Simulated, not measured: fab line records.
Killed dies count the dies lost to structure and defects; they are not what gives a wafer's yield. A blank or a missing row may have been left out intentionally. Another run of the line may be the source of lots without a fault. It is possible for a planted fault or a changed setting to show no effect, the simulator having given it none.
Matching of chambers	flow nandHarc	NHARC_P_CONTACT_ETCH_35 on rieDiel-09 has 4 sister chambers
The step etches the open film in CF4, target depth 39 nm, time 65 s. 4 wafers are shown with their chamber, then 12 later ones without.

## WAFERS WITH THEIR CHAMBER
wafer	chamber	showerheadPlenumPTorr (Torr)
L089.5	1	1.84
L090.5	2	1.68
L091.4	0	1.68
L091.5	3	1.71

## WAFERS WITH NO CHAMBER GIVEN
wafer	showerheadPlenumPTorr (Torr)
L092.1	1.84
L092.3	1.68
L092.5	1.68
L093.1	1.68
L093.3	1.84
L093.4	1.71
L094.1	1.71
L094.2	1.67
L094.5	1.68
L096.1	1.84
L096.2	1.67
L096.3	1.68

## WHICH CHAMBER EACH ONE RAN IN
wafer	from the rows above	in truth
L092.1	1	1
L092.3	can't be placed: 0 or 2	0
L092.5	can't be placed: 0 or 2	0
L093.1	can't be placed: 0 or 2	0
L093.3	1	1
L093.4	3	3
L094.1	3	3
L094.2	can't be placed: 0 or 2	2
L094.5	can't be placed: 0 or 2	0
L096.1	1	1
L096.2	can't be placed: 0 or 2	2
L096.3	can't be placed: 0 or 2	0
Correct placement for 5 of the 12. Cannot be placed on the basis of these rows: 7; the candidates contain the true chamber in 7. Number placed wrongly: 0.
How it was worked out, from the rows above alone: a wafer's distance from a chamber is the root of the sum, over the readings, of the square of ((its reading less the chamber's mean) divided by the reading's scatter). If the next closest chamber is less than 2 further off than the closest, the wafer can't be placed; otherwise it belongs to the closest. Each chamber's mean is taken over the wafers shown for it. The scatter: with one shown wafer a chamber, the root of the mean of the squares of how far each hidden wafer lies from its nearest shown one.
